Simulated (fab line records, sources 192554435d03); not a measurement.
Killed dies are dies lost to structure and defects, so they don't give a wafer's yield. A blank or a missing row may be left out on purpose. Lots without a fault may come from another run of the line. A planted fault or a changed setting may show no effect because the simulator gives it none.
fab line records | flow n5_finfet
record lots=24 wafers=72 last_day=20
route steps=1938 shown GATE_CUT@506 MOL_CONTACT_COAG@528
lots that met no fault: from a run of the same line without faults
start_h: hours from the record's first day to the start of the lot's first wafer shown | wait_h: hours since the lot's step before | " the same as in the row above | L1.1+2: a row that stands for several wafers | - no value, or no start given | * or withheld: withheld | < > ~ a bound
route shown NAME@n: a module of which the file shows steps, and the number in the route of the first | usual: mean/standard deviation of fault-free wafers | same: alike in all rows | chamber/n: place in a boat | sites: the reading at each site | _std_site: their standard deviation | _edge_site: outer sites' mean less inner sites' | radius_mm: how far each site lies from the wafer's centre | mask NAME#n: copy n | behind: the tool/chamber that last shaped the wafer | hold: why the lot was held/for how many hours/how that ended | device: the transistor (n, p or np) that didn't switch | end of line: the same wafers' tests at the end of the route | a step without rows: its recipe alone | killed: dies lost to structure and defects at the first sort, not the wafer's yield | map: a wafer's dies, x killed, . not, _ none there
set.NAME: the setting as run; set.NAME@STEP: as run at that earlier step | model.NAME: the simulator's own value behind a step, which no gauge read
steps of the route over a sample of lots; a table a step, a row a wafer
services: from which hour (start_h, from the record's first day; less than 0 if before it) a tool's chamber was out of use, for how many hours, and why
## steps
# step N5_GATE_CUT_VAPOR_ETCH_51
# recipe chemistry=BCl3/Cl2 target=HfO2 mode=isotropic
# usual drypump_motor_current_A=6.1/0.42 oes_product_au=0.81/0.099
# columns lot.wafer tool chamber start_h wait_h drypump_motor_current_A oes_product_au
L074.3 rie_metal-03 1 84.58 0.0 6.5 0.61
L074.4 " 0 " " 5.6 0.88
L074.5 " 0 " " 5.6 0.88
L075.2 rie_metal-03 0 92.26 0.0 5.7 0.87
L075.4 " 0 " " 5.7 0.87
L075.6 " 0 " " 5.7 0.88
L076.1 rie_metal-03 0 95.06 0.0 5.6 0.88
L076.4 " 0 " " 5.6 0.87
L076.6 " 1 " " 6.5 0.61
L077.1 rie_metal-03 0 106.72 0.0 5.7 0.87
L077.2 " 1 " " 6.6 0.61
L077.5 " 1 " " 6.6 0.61
L078.1 rie_metal-03 0 109.15 0.0 5.6 0.86
L078.3 " 0 " " 5.7 0.86
L078.4 " 1 " " 6.5 0.61
L079.1 rie_metal-01 1 115.15 0.1 6.5 0.81
L079.2 " 1 " " 6.5 0.81
L079.6 " 1 " " 6.5 0.81
L080.1 rie_metal-01 1 119.60 0.1 6.6 0.81
L080.2 " 1 " " 6.6 0.82
L080.5 " 1 " " 6.5 0.81
L081.1 rie_metal-03 0 127.92 0.0 5.7 0.86
L081.3 " 1 " " 6.5 0.61
L081.4 " 0 " " 5.7 0.86
L082.3 rie_metal-01 0 131.25 0.0 6.1 0.82
L082.5 " 0 " " 6.1 0.83
L082.6 " 1 " " 6.5 0.81
L083.1 rie_metal-03 0 144.96 0.0 5.7 0.86
L083.5 " 0 " " 5.7 0.85
L083.6 " 1 " " 6.6 0.61
L084.3 rie_metal-03 1 158.20 0.0 6.5 0.61
L084.5 " 0 " " 5.7 0.85
L084.6 " 1 " " 6.5 0.61
L085.3 rie_metal-01 1 166.61 0.0 6.6 0.81
L085.4 " 0 " " 6.1 0.82
L085.6 " 0 " " 6.1 0.83
L086.2 rie_metal-01 0 173.78 0.0 6.1 0.81
L086.3 " 1 " " 6.5 0.81
L086.6 " 1 " " 6.5 0.80
L087.3 rie_metal-01 0 175.36 0.0 6.1 0.81
L087.4 " 1 " " 6.5 0.81
L087.6 " 0 " " 6.1 0.81
L088.3 rie_metal-03 0 180.66 0.1 5.7 0.85
L088.5 " 0 " " 5.7 0.83
L088.6 " 0 " " 5.7 0.84
L089.2 rie_metal-03 0 186.44 0.1 5.7 0.83
L089.4 " 0 " " 5.7 0.83
L089.5 " 0 " " 5.7 0.83
L090.2 rie_metal-03 0 188.66 0.1 5.7 0.83
L090.4 " 0 " " 5.7 0.82
L090.5 " 0 " " 5.6 0.83
L091.1 rie_metal-03 0 199.36 0.0 5.7 0.83
L091.3 " 1 " " 6.5 0.97
L091.4 " 0 " " 5.7 0.82
L092.2 rie_metal-02 1 201.69 0.0 5.6 0.94
L092.3 " 0 " " 6.4 0.96
L092.4 " 1 " " 5.5 0.93
L093.3 rie_metal-03 0 212.95 0.0 5.7 0.80
L093.5 " 1 " " 6.6 0.94
L093.6 " 0 " " 5.6 0.81
L095.1 rie_metal-03 0 221.56 0.0 5.6 0.82
L095.4 " 1 " " 6.5 0.94
L095.6 " 0 " " 5.6 0.82
L097.1 rie_metal-03 0 224.18 0.0 5.6 0.81
L097.2 " 1 " " 6.5 0.94
L097.6 " 0 " " 5.7 0.80
L094.1 rie_metal-03 0 227.33 0.0 5.7 0.81
L094.2 " 1 " " 6.6 0.93
L094.6 " 1 " " 6.5 0.93
L096.1 rie_metal-01 1 227.76 0.0 6.5 0.79
L096.3 " 0 " " 6.1 0.80
L096.6 " 1 " " 6.5 0.79
# step N5_GATE_CUT_INSPECT_26
# recipe inspect_instrument=darkfield mode=post_cmp
# usual raw_defect_count=38/16
# columns lot.wafer tool chamber start_h wait_h raw_defect_count
L074.3 defect_inspect-01 - 87.35 0.0 30
L074.4 " - " " 100
L074.5 " - " " 37
L075.2 defect_inspect-01 - 96.89 0.0 43
L075.4 " - " " 28
L075.6 " - " " 45
L076.1 defect_inspect-02 - 98.72 0.0 29
L076.4 " - " " 61
L076.6 " - " " 82
L077.1 defect_inspect-02 - 109.66 0.0 33
L077.2 " - " " 21
L077.5 " - " " 37
L078.1 defect_inspect-02 - 111.93 0.0 45
L078.3 " - " " 25
L078.4 " - " " 52
L079.1 defect_inspect-01 - 120.37 0.0 37
L079.2 " - " " 28
L079.6 " - " " 32
L080.1 defect_inspect-01 - 122.37 0.0 54
L080.2 " - " " 70
L080.5 " - " " 54
L081.1 defect_inspect-01 - 131.23 0.0 38
L081.3 " - " " 40
L081.4 " - " " 54
L082.3 defect_inspect-02 - 133.97 0.0 42
L082.5 " - " " 20
L082.6 " - " " 28
L083.1 defect_inspect-02 - 147.69 0.0 34
L083.5 " - " " 28
L083.6 " - " " 29
L084.3 defect_inspect-01 - 161.40 0.0 23
L084.5 " - " " 42
L084.6 " - " " 14
L085.3 defect_inspect-01 - 169.34 0.0 51
L085.4 " - " " 42
L085.6 " - " " 54
L086.2 defect_inspect-02 - 176.52 0.0 33
L086.3 " - " " 23
L086.6 " - " " 15
L087.3 defect_inspect-01 - 178.08 0.0 38
L087.4 " - " " 48
L087.6 " - " " 50
L088.3 defect_inspect-02 - 183.55 0.0 82
L088.5 " - " " 35
L088.6 " - " " 65
L089.2 defect_inspect-01 - 190.00 0.0 37
L089.4 " - " " 25
L089.5 " - " " 35
L090.2 defect_inspect-01 - 191.65 0.0 37
L090.4 " - " " 28
L090.5 " - " " 25
L091.1 defect_inspect-01 - 202.14 0.0 62
L091.3 " - " " 30
L091.4 " - " " 62
L092.2 defect_inspect-01 - 205.15 0.0 45
L092.3 " - " " 52
L092.4 " - " " 26
L093.3 defect_inspect-02 - 215.67 0.0 17
L093.5 " - " " 36
L093.6 " - " " 44
L095.1 defect_inspect-02 - 224.62 0.0 48
L095.4 " - " " 31
L095.6 " - " " 24
L097.1 defect_inspect-01 - 226.91 0.0 54
L097.2 " - " " 57
L097.6 " - " " 71
L094.1 defect_inspect-02 - 230.58 0.0 28
L094.2 " - " " 38
L094.6 " - " " 23
L096.1 defect_inspect-01 - 231.17 0.0 39
L096.3 " - " " 21
L096.6 " - " " 55
# step N5_MOL_CONTACT_COAG_INSPECT_10
# recipe mode=adi inspect_instrument=brightfield
# usual raw_defect_count=70/28
# columns lot.wafer tool chamber start_h wait_h raw_defect_count
L074.3 defect_inspect-02 - 87.74 0.0 51
L074.4 " - " " 166
L074.5 " - " " 64
L075.2 defect_inspect-01 - 97.28 0.0 67
L075.4 " - " " 73
L075.6 " - " " 85
L076.1 defect_inspect-01 - 99.11 0.1 66
L076.4 " - " " 93
L076.6 " - " " 163
L077.1 defect_inspect-01 - 110.05 0.1 80
L077.2 " - " " 53
L077.5 " - " " 64
L078.1 defect_inspect-01 - 112.32 0.1 90
L078.3 " - " " 62
L078.4 " - " " 101
L079.1 defect_inspect-02 - 120.76 0.1 82
L079.2 " - " " 37
L079.6 " - " " 47
L080.1 defect_inspect-01 - 122.75 0.1 101
L080.2 " - " " 130
L080.5 " - " " 82
L081.1 defect_inspect-01 - 142.70 0.1 77
L081.3 " - " " 74
L081.4 " - " " 92
L082.3 defect_inspect-02 - 142.93 0.1 73
L082.5 " - " " 48
L082.6 " - " " 52
L083.1 defect_inspect-02 - 148.08 0.1 67
L083.5 " - " " 52
L083.6 " - " " 60
L084.3 defect_inspect-02 - 161.78 0.0 46
L084.5 " - " " 54
L084.6 " - " " 23
L085.3 defect_inspect-02 - 169.73 0.0 74
L085.4 " - " " 76
L085.6 " - " " 95
L086.2 defect_inspect-01 - 176.94 0.0 60
L086.3 " - " " 54
L086.6 " - " " 27
L087.3 defect_inspect-02 - 178.47 0.0 54
L087.4 " - " " 72
L087.6 " - " " 74
L088.3 defect_inspect-01 - 183.94 0.0 156
L088.5 " - " " 77
L088.6 " - " " 110
L089.2 defect_inspect-02 - 190.55 0.0 60
L089.4 " - " " 43
L089.5 " - " " 54
L090.2 defect_inspect-02 - 192.04 0.0 64
L090.4 " - " " 52
L090.5 " - " " 41
L091.1 defect_inspect-01 - 202.65 0.1 115
L091.3 " - " " 61
L091.4 " - " " 104
L092.2 defect_inspect-01 - 205.56 0.0 73
L092.3 " - " " 102
L092.4 " - " " 56
L093.3 defect_inspect-02 - 216.06 0.0 32
L093.5 " - " " 70
L093.6 " - " " 81
L095.1 defect_inspect-01 - 225.13 0.1 91
L095.4 " - " " 65
L095.6 " - " " 49
L097.1 defect_inspect-01 - 227.30 0.1 88
L097.2 " - " " 100
L097.6 " - " " 144
L094.1 defect_inspect-01 - 230.97 0.1 56
L094.2 " - " " 74
L094.6 " - " " 61
L096.1 defect_inspect-02 - 231.56 0.1 84
L096.3 " - " " 31
L096.6 " - " " 77
# step N5_MOL_CONTACT_COAG_ETCH_110
# recipe chemistry=CF4/O2 target=Si target_depth_a=25 time_s=8 pressure_mtorr=100 source_w=200 bias_w=12 ion_energy_ev=60 Ar_flow_sccm=100 cf4_flow_sccm=100 O2_flow_sccm=10
# usual drypump_motor_current_A=5.8/0.42 oes_ar_750_au=0.75/0.058 oes_product_au=0.75/0.064 rf_vpp_V=128.0/1.4 showerhead_plenum_p_Torr=2.24/0.04 throttle_valve_pct=10.78/0.19
# columns lot.wafer tool chamber start_h wait_h drypump_motor_current_A oes_ar_750_au oes_product_au rf_hours_counter_h rf_vpp_V showerhead_plenum_p_Torr throttle_valve_pct
L074.3 rie_diel-05 0 88.05 0.0 6.1 0.78 0.78 101 126.2 2.24 10.68
L074.4 " 3 " " 5.5 0.76 0.77 141 127.3 2.32 10.70
L074.5 " 2 " " 5.7 0.76 0.74 - 127.1 2.22 10.66
L075.2 rie_diel-05 1 97.59 0.0 6.3 0.89 0.90 16 128.8 2.19 10.32
L075.4 " 3 " " 5.5 0.76 0.76 144 128.1 2.31 10.72
L075.6 " 0 " " 6.1 0.77 0.78 - 126.2 2.24 10.71
L076.1 rie_diel-04 2 99.42 0.0 6.2 0.77 0.76 161 126.5 2.22 10.77
L076.4 " 0 " " 6.0 0.69 0.69 199 127.6 2.21 10.77
L076.6 " 1 " " 5.3 0.71 0.72 - 128.9 2.30 10.79
L077.1 rie_diel-02 3 110.36 0.0 5.8 0.71 0.72 206 127.6 2.29 10.98
L077.2 " 2 " " 4.9 0.76 0.77 138 129.2 2.23 10.92
L077.5 " 1 " " 5.7 0.76 0.76 - 130.5 2.23 10.85
L078.1 rie_diel-04 1 112.63 0.0 5.3 0.71 0.71 194 130.2 2.29 10.80
L078.3 " 2 " " 6.2 0.75 0.76 166 127.2 2.22 10.79
L078.4 " 0 " " 6.0 0.69 0.69 204 128.4 2.21 10.79
L079.1 rie_diel-05 3 121.12 0.0 5.5 0.76 0.75 150 127.0 2.31 10.73
L079.2 " 2 " " 5.7 0.75 0.73 180 127.4 2.21 10.68
L079.6 " 1 " " 6.3 0.88 0.89 - 129.0 2.19 10.35
L080.1 rie_diel-02 1 123.07 0.0 5.7 0.75 0.76 155 129.9 2.23 10.86
L080.2 " 3 " " 5.8 0.72 0.71 209 130.0 2.28 10.96
L080.5 " 2 " " 4.9 0.76 0.77 - 129.5 2.23 10.93
L081.1 rie_diel-02 1 143.30 0.0 5.6 0.76 0.75 158 128.0 2.23 10.85
L081.3 " 3 " " 5.8 0.71 0.71 212 129.7 2.28 10.97
L081.4 " 0 " " 6.2 0.87 0.88 44 127.9 2.26 10.50
L082.3 rie_diel-02 0 145.20 0.0 6.2 0.86 0.87 45 129.4 2.26 10.53
L082.5 " 0 " " 6.2 0.86 0.87 - 126.4 2.26 10.50
L082.6 " 1 " " 5.7 0.76 0.75 - 129.1 2.23 10.87
L083.1 rie_diel-02 0 149.77 0.0 6.2 0.86 0.86 47 129.4 2.26 10.51
L083.5 " 1 " " 5.7 0.75 0.75 - 128.7 2.23 10.87
L083.6 " 2 " " 4.9 0.75 0.75 - 129.8 2.23 10.95
L084.3 rie_diel-05 3 162.33 0.0 5.4 0.75 0.75 162 126.6 2.31 10.78
L084.5 " 1 " " 6.3 0.85 0.87 - 128.8 2.18 10.38
L084.6 " 2 " " 5.7 0.74 0.72 - 127.6 2.21 10.71
L085.3 rie_diel-04 2 170.04 0.0 6.2 0.75 0.74 180 127.3 2.21 10.83
L085.4 " 0 " " 6.0 0.68 0.68 220 128.5 2.20 10.83
L085.6 " 2 " " 6.2 0.75 0.74 - 128.3 2.21 10.84
L086.2 rie_diel-04 1 177.26 0.0 5.3 0.71 0.70 207 128.9 2.29 10.85
L086.3 " 3 " " 5.4 0.69 0.68 215 125.3 2.30 11.04
L086.6 " 0 " " 6.0 0.68 0.68 - 128.1 2.20 10.86
L087.3 rie_diel-05 1 179.17 0.0 6.3 0.85 0.86 40 128.0 2.18 10.40
L087.4 " 0 " " 6.2 0.75 0.74 129 127.8 2.23 10.76
L087.6 " 2 " " 5.7 0.73 0.72 - 127.7 2.21 10.73
L088.3 rie_diel-04 3 184.25 0.0 5.3 0.69 0.68 218 124.9 2.30 11.04
L088.5 " 0 " " 6.0 0.68 0.68 - 127.7 2.20 10.85
L088.6 " 3 " " 5.3 0.69 0.68 - 125.8 2.30 11.04
L089.2 rie_diel-04 3 191.35 0.0 5.3 0.69 0.68 220 126.5 2.30 11.04
L089.4 " 0 " " 6.0 0.68 0.67 228 126.4 2.20 10.86
L089.5 " 3 " " 5.4 0.69 0.67 - 126.8 2.29 11.04
L090.2 rie_diel-02 1 192.54 0.0 5.7 0.74 0.73 180 129.9 2.22 10.93
L090.4 " 2 " " 4.8 0.74 0.73 165 129.5 2.22 11.00
L090.5 " 0 " " 6.2 0.83 0.83 - 131.3 2.25 10.59
L091.1 rie_diel-02 0 203.03 0.0 6.2 0.83 0.84 67 127.5 2.25 10.58
L091.3 " 1 " " 5.7 0.73 0.73 183 129.7 2.22 10.94
L091.4 " 2 " " 4.9 0.74 0.74 169 128.7 2.22 10.99
L092.2 rie_diel-05 3 205.87 0.0 5.5 0.74 0.73 177 126.7 2.30 10.83
L092.3 " 2 " " 5.7 0.73 0.72 207 128.5 2.21 10.76
L092.4 " 0 " " 6.1 0.74 0.74 140 126.3 2.23 10.81
L093.3 rie_diel-04 3 216.39 0.0 5.3 0.68 0.67 229 125.1 2.29 11.08
L093.5 " 0 " " 6.0 0.68 0.67 - 126.5 2.19 10.88
L093.6 " 1 " " 5.3 0.70 0.68 - 129.4 2.28 10.88
L095.1 rie_diel-02 0 225.48 0.0 6.2 0.83 0.83 77 127.6 2.25 10.60
L095.4 " 1 " " 5.7 0.73 0.72 191 129.8 2.22 10.95
L095.6 " 1 " " 5.7 0.72 0.72 - 129.9 2.22 10.95
L097.1 rie_diel-05 2 228.15 0.0 5.7 0.72 0.71 216 125.9 2.20 10.79
L097.2 " 0 " " 6.1 0.73 0.73 149 125.6 2.23 10.83
L097.6 " 3 " " 5.5 0.73 0.72 - 127.6 2.30 10.84
L094.1 rie_diel-05 2 231.58 0.0 5.7 0.72 0.71 217 127.3 2.20 10.80
L094.2 " 1 " " 6.3 0.82 0.83 60 128.2 2.17 10.44
L094.6 " 2 " " 5.7 0.71 0.71 - 127.3 2.20 10.78
L096.1 rie_diel-05 3 232.06 0.0 5.4 0.72 0.72 188 128.1 2.30 10.85
L096.3 " 1 " " 6.3 0.82 0.83 60 128.7 2.17 10.46
L096.6 " 2 " " 5.7 0.72 0.71 - 127.5 2.20 10.78
# step N5_MOL_CONTACT_COAG_SPUTTER_143
# recipe material=Co target_thk_a=25 temp_c=25 chamber_pressure_pa=0.2
# usual throttle_valve_pct=29.8/1.1
# columns lot.wafer tool chamber start_h wait_h throttle_valve_pct
L074.3 pvd_sputter-03 - 91.80 0.0 31.1
L074.4 " - " " 30.5
L074.5 " - " " 31.2
L075.2 pvd_sputter-01 - 101.59 0.0 30.3
L075.4 " - " " 30.5
L075.6 " - " " 29.7
L076.1 pvd_sputter-03 - 102.33 0.0 31.0
L076.4 " - " " 28.9
L076.6 " - " " 29.5
L077.1 pvd_sputter-03 - 113.12 0.0 30.8
L077.2 " - " " 29.5
L077.5 " - " " 30.4
L078.1 pvd_sputter-01 - 114.01 0.0 28.8
L078.3 " - " " 30.5
L078.4 " - " " 30.6
L079.1 pvd_sputter-03 - 125.54 0.0 30.6
L079.2 " - " " 31.0
L079.6 " - " " 29.1
L080.1 pvd_sputter-02 - 126.25 0.0 30.2
L080.2 " - " " 30.7
L080.5 " - " " 30.8
L081.1 pvd_sputter-03 - 144.64 0.0 29.7
L081.3 " - " " 31.3
L081.4 " - " " 30.6
L082.3 pvd_sputter-02 - 146.54 0.0 27.1
L082.5 " - " " 27.3
L082.6 " - " " 30.9
L083.1 pvd_sputter-03 - 153.63 0.0 29.8
L083.5 " - " " 29.6
L083.6 " - " " 29.0
L084.3 pvd_sputter-02 - 165.44 0.0 30.0
L084.5 " - " " 30.4
L084.6 " - " " 27.0
L085.3 pvd_sputter-02 - 171.86 0.0 30.4
L085.4 " - " " 30.1
L085.6 " - " " 29.9
L086.2 pvd_sputter-03 - 179.21 0.0 29.2
L086.3 " - " " 31.0
L086.6 " - " " 29.0
L087.3 pvd_sputter-03 - 181.89 0.0 29.0
L087.4 " - " " 31.2
L087.6 " - " " 29.7
L088.3 pvd_sputter-02 - 185.62 0.0 30.2
L088.5 " - " " 27.2
L088.6 " - " " 31.0
L089.2 pvd_sputter-03 - 193.19 0.0 31.0
L089.4 " - " " 28.9
L089.5 " - " " 30.5
L090.2 pvd_sputter-01 - 196.64 0.0 28.7
L090.4 " - " " 29.8
L090.5 " - " " 30.6
L091.1 pvd_sputter-02 - 204.76 0.0 27.3
L091.3 " - " " 30.5
L091.4 " - " " 30.5
L092.2 pvd_sputter-02 - 209.68 0.0 27.1
L092.3 " - " " 30.7
L092.4 " - " " 30.0
L093.3 pvd_sputter-03 - 219.65 0.0 30.5
L093.5 " - " " 30.9
L093.6 " - " " 31.0
L095.1 pvd_sputter-01 - 228.43 0.0 28.9
L095.4 " - " " 30.6
L095.6 " - " " 29.6
L097.1 pvd_sputter-02 - 230.45 0.0 30.6
L097.2 " - " " 30.2
L097.6 " - " " 30.0
L094.1 pvd_sputter-03 - 234.36 0.0 29.6
L094.2 " - " " 31.2
L094.6 " - " " 31.2
L096.1 pvd_sputter-02 - 234.74 0.0 30.1
L096.3 " - " " 27.4
L096.6 " - " " 27.2
# step N5_MOL_CONTACT_COAG_STRIP_96
# recipe chemistry=N2/H2 power_w=500 temp_c=40 pressure_mtorr=50 rf_frequency_hz=6e+07 overash_fraction=0.3 bias_power_w=28 h2_frac=0.5 n2_flow_sccm=300 h2_flow_sccm=300
# usual drypump_motor_current_A=5.8/0.43 oes_product_au=0.73/0.056 rf_vpp_V=122.0/1.2 showerhead_plenum_p_Torr=3.38/0.063 throttle_valve_pct=18.93/0.27
# columns lot.wafer tool chamber start_h wait_h drypump_motor_current_A oes_product_au rf_hours_counter_h rf_vpp_V showerhead_plenum_p_Torr throttle_valve_pct
L074.3 rie_diel-04 0 100.85 0.0 6.0 0.71 199 120.7 3.34 18.90
L074.4 " 2 " " 6.2 0.76 161 123.4 3.35 18.77
L074.5 " 2 " " 6.2 0.76 - 121.8 3.35 18.78
L075.2 rie_diel-04 2 108.35 0.0 6.3 0.75 164 122.0 3.35 18.78
L075.4 " 0 " " 6.0 0.71 203 119.3 3.33 18.91
L075.6 " 2 " " 6.3 0.75 - 122.6 3.35 18.79
L076.1 rie_diel-02 1 111.38 0.0 5.7 0.76 151 122.2 3.37 18.92
L076.4 " 2 " " 4.9 0.77 138 123.5 3.36 19.39
L076.6 " 2 " " 4.9 0.77 - 123.6 3.36 19.37
L077.1 rie_diel-04 3 125.66 0.0 5.3 0.69 202 124.2 3.46 19.26
L077.2 " 0 " " 6.0 0.70 209 123.4 3.33 18.91
L077.5 " 0 " " 6.0 0.69 - 123.1 3.33 18.89
L078.1 rie_diel-04 2 127.61 0.0 6.3 0.74 171 121.5 3.34 18.77
L078.3 " 3 " " 5.4 0.69 202 121.9 3.46 19.24
L078.4 " 0 " " 6.0 0.69 210 120.4 3.33 18.91
L079.1 rie_diel-02 2 143.61 0.0 4.9 0.75 145 123.3 3.36 19.41
L079.2 " 3 " " 5.8 0.71 212 121.1 3.46 19.23
L079.6 " 1 " " 5.7 0.74 - 122.7 3.36 18.91
L080.1 rie_diel-05 1 146.12 0.0 6.3 0.90 27 120.8 3.29 18.20
L080.2 " 3 " " 5.5 0.77 155 122.4 3.50 18.75
L080.5 " 1 " " 6.3 0.89 - 123.4 3.29 18.19
L081.1 rie_diel-05 3 151.95 0.0 5.5 0.76 158 121.7 3.50 18.78
L081.3 " 0 " " 6.1 0.75 119 121.4 3.37 18.85
L081.4 " 2 " " 5.7 0.73 187 122.8 3.34 18.73
L082.3 rie_diel-04 0 156.96 0.0 6.0 0.69 212 120.8 3.33 18.88
L082.5 " 2 " " 6.3 0.76 - 122.8 3.34 18.77
L082.6 " 0 " " 6.0 0.69 - 122.2 3.33 18.91
L083.1 rie_diel-04 0 162.51 0.0 6.0 0.69 215 119.4 3.33 18.91
L083.5 " 3 " " 5.4 0.69 - 122.9 3.46 19.25
L083.6 " 2 " " 6.2 0.76 - 122.1 3.34 18.81
L084.3 rie_diel-04 0 175.56 0.0 6.0 0.68 222 120.9 3.32 18.94
L084.5 " 0 " " 6.0 0.68 - 120.8 3.32 18.92
L084.6 " 1 " " 5.3 0.70 - 122.1 3.47 18.81
L085.3 rie_diel-04 0 179.35 0.0 6.0 0.68 224 123.0 3.32 18.92
L085.4 " 1 " " 5.3 0.70 207 122.6 3.47 18.81
L085.6 " 1 " " 5.4 0.70 - 122.7 3.47 18.83
L086.2 rie_diel-04 1 187.85 0.0 5.4 0.71 210 122.1 3.46 18.82
L086.3 " 2 " " 6.3 0.73 186 120.7 3.34 18.80
L086.6 " 0 " " 6.0 0.68 - 123.0 3.32 18.95
L087.3 rie_diel-05 2 190.72 0.0 5.7 0.72 201 120.2 3.33 18.72
L087.4 " 1 " " 6.3 0.86 44 121.2 3.28 18.20
L087.6 " 1 " " 6.3 0.88 - 122.2 3.28 18.21
L088.3 rie_diel-02 3 192.85 0.0 5.8 0.69 230 121.6 3.45 19.26
L088.5 " 0 " " 6.2 0.85 - 122.7 3.40 18.75
L088.6 " 1 " " 5.7 0.74 - 120.3 3.35 18.96
L089.2 rie_diel-02 2 202.65 0.0 4.9 0.74 169 124.9 3.35 19.43
L089.4 " 3 " " 5.8 0.70 234 121.9 3.45 19.25
L089.5 " 2 " " 4.9 0.74 - 121.1 3.35 19.45
L090.2 rie_diel-02 3 203.58 0.0 5.8 0.69 234 122.4 3.45 19.24
L090.4 " 0 " " 6.2 0.84 67 121.3 3.39 18.75
L090.5 " 0 " " 6.2 0.84 - 124.2 3.39 18.79
L091.1 rie_diel-02 2 211.54 0.0 4.9 0.73 172 120.2 3.35 19.44
L091.3 " 3 " " 5.8 0.70 237 123.7 3.45 19.28
L091.4 " 0 " " 6.3 0.84 70 122.3 3.39 18.76
L092.2 rie_diel-02 3 216.46 0.0 5.8 0.69 239 123.4 3.45 19.27
L092.3 " 1 " " 5.7 0.71 189 120.7 3.35 18.97
L092.4 " 2 " " 4.9 0.73 175 122.6 3.34 19.43
L093.3 rie_diel-04 0 226.71 0.0 6.0 0.66 244 121.7 3.31 18.95
L093.5 " 1 " " 5.4 0.70 - 123.3 3.46 18.85
L093.6 " 2 " " 6.3 0.73 - 120.9 3.33 18.82
L095.1 rie_diel-04 2 235.68 0.0 6.2 0.73 204 121.1 3.32 18.83
L095.4 " 2 " " 6.2 0.72 - 119.4 3.32 18.83
L095.6 " 1 " " 5.3 0.69 - 121.0 3.46 18.84
L097.1 rie_diel-05 0 238.53 0.0 6.2 0.73 154 120.3 3.35 18.91
L097.2 " 2 " " 5.7 0.71 220 122.8 3.32 18.76
L097.6 " 3 " " 5.5 0.74 - 122.6 3.48 18.83
L096.1 rie_diel-05 3 242.56 0.0 5.5 0.72 192 122.9 3.48 18.82
L096.3 " 0 " " 6.2 0.72 155 121.4 3.35 18.90
L096.6 " 2 " " 5.7 0.70 - 122.3 3.32 18.76
L094.1 rie_diel-04 3 242.84 0.0 5.3 0.67 237 123.4 3.44 19.29
L094.2 " 2 " " 6.2 0.71 208 122.2 3.32 18.82
L094.6 " 2 " " 6.3 0.72 - 122.0 3.32 18.84
## services
# columns tool chamber start_h hours kind
rie_diel-02 - 71.96 1.9 repair
pvd_sputter-02 - 84.23 21.7 repair
rie_diel-02 - 91.19 4.7 repair
rie_metal-03 1 99.45 4.7 repair
pvd_sputter-01 - 106.85 4.6 repair
rie_metal-02 - 107.53 14.6 pm
pvd_sputter-03 - 118.44 0.6 repair
rie_metal-01 - 123.27 0.9 repair
rie_diel-04 1 137.43 26.9 repair
rie_metal-01 1 139.17 8.5 repair
rie_diel-04 - 140.31 15.6 pm
pvd_sputter-02 - 143.09 2.5 repair
rie_metal-03 1 165.33 - clean
rie_metal-03 1 165.33 24.7 scheduled_down
rie_metal-03 1 165.33 24.7 vent_cycle
rie_diel-02 - 187.57 0.5 repair
rie_diel-05 1 217.15 4.6 repair
rie_diel-02 1 217.15 5.2 repair
rie_diel-04 3 230.56 7.6 repair
rie_diel-02 3 237.75 - clean
rie_diel-02 3 237.75 - consumable_replace:esc
rie_diel-02 3 237.75 - consumable_replace:focus_ring
rie_diel-02 3 237.75 29.9 scheduled_down
rie_diel-02 3 237.75 29.9 vent_cycle
## key
fault none
